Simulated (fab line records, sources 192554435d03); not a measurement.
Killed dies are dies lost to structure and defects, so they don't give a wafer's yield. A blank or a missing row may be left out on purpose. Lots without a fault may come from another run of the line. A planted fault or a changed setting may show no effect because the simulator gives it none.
Chamber matching | flow n5_finfet | N5_BEOL_M1_DESCUM_33 on rie_diel-03: 4 sister chambers
The step chemistry O2, time 7 s. 18 wafers are shown with their chamber, then 9 later ones without.

WAFERS WITH THEIR CHAMBER
wafer  | chamber | drypump_motor_current_A (A) | showerhead_plenum_p_Torr (Torr) | throttle_valve_pct (%)
L074.1 | 3       | 5.3                         | 2.00                            | 20.60
L074.2 | 1       | 6.5                         | 2.11                            | 20.71
L074.3 | 0       | 5.9                         | 1.97                            | 20.41
L076.1 | 2       | 5.2                         | 2.08                            | 20.19
L076.4 | 1       | 6.5                         | 2.11                            | 20.73
L076.5 | 3       | 5.3                         | 2.00                            | 20.60
L079.1 | 0       | 5.9                         | 1.96                            | 20.42
L079.3 | 1       | 6.4                         | 2.11                            | 20.71
L079.5 | 0       | 5.9                         | 1.96                            | 20.42
L082.2 | 3       | 5.3                         | 2.00                            | 20.62
L082.3 | 2       | 5.3                         | 2.08                            | 20.22
L082.5 | 3       | 5.3                         | 2.00                            | 20.63
L086.1 | 0       | 5.9                         | 1.96                            | 20.43
L086.3 | 1       | 6.5                         | 2.11                            | 20.75
L086.4 | 2       | 5.3                         | 2.08                            | 20.23
L087.2 | 2       | 5.3                         | 2.07                            | 20.23
L087.3 | 1       | 6.5                         | 2.10                            | 20.76
L087.5 | 0       | 5.9                         | 1.96                            | 20.45

SIGNATURES (means of the wafers above)
reading                  | chamber 0 | chamber 1 | chamber 2 | chamber 3 | scatter within a chamber
drypump_motor_current_A  | 5.900     | 6.480     | 5.275     | 5.300     | 0.0333
showerhead_plenum_p_Torr | 1.9620    | 2.1080    | 2.0775    | 2.0000    | 0.0041
throttle_valve_pct       | 20.4260   | 20.7320   | 20.2175   | 20.6125   | 0.0184
Rule: a wafer's distance from a chamber is the root of the sum, over the readings, of the square of ((its reading less the chamber's mean) divided by the reading's scatter). The wafer belongs to the nearest chamber; if the next one is less than 2 further off, it can't be placed. The scatter: the root of (the sum of the squares of (reading less its chamber's mean) over the shown wafers, divided by (wafers less chambers)).

WAFERS WITHOUT THEIR CHAMBER
wafer  | drypump_motor_current_A (A) | showerhead_plenum_p_Torr (Torr) | throttle_valve_pct (%)
L089.1 | 5.3                         | 1.99                            | 20.63
L089.2 | 5.3                         | 2.07                            | 20.24
L089.3 | 6.5                         | 2.10                            | 20.76
L092.1 | 6.5                         | 2.10                            | 20.77
L092.2 | 5.3                         | 1.99                            | 20.64
L092.4 | 5.3                         | 1.99                            | 20.64
L096.4 | 5.3                         | 2.07                            | 20.26
L096.5 | 5.3                         | 2.07                            | 20.27
L096.6 | 6.5                         | 2.10                            | 20.77

WHICH CHAMBER EACH WENT THROUGH
wafer  | from the rows above | in truth
L089.1 | 3                   | 3
L089.2 | 2                   | 2
L089.3 | 1                   | 1
L092.1 | 1                   | 1
L092.2 | 3                   | 3
L092.4 | 3                   | 3
L096.4 | 2                   | 2
L096.5 | 2                   | 2
L096.6 | 1                   | 1
Placed correctly: 9 of 9. Can't be placed from these rows: 0. Placed wrongly: 0.
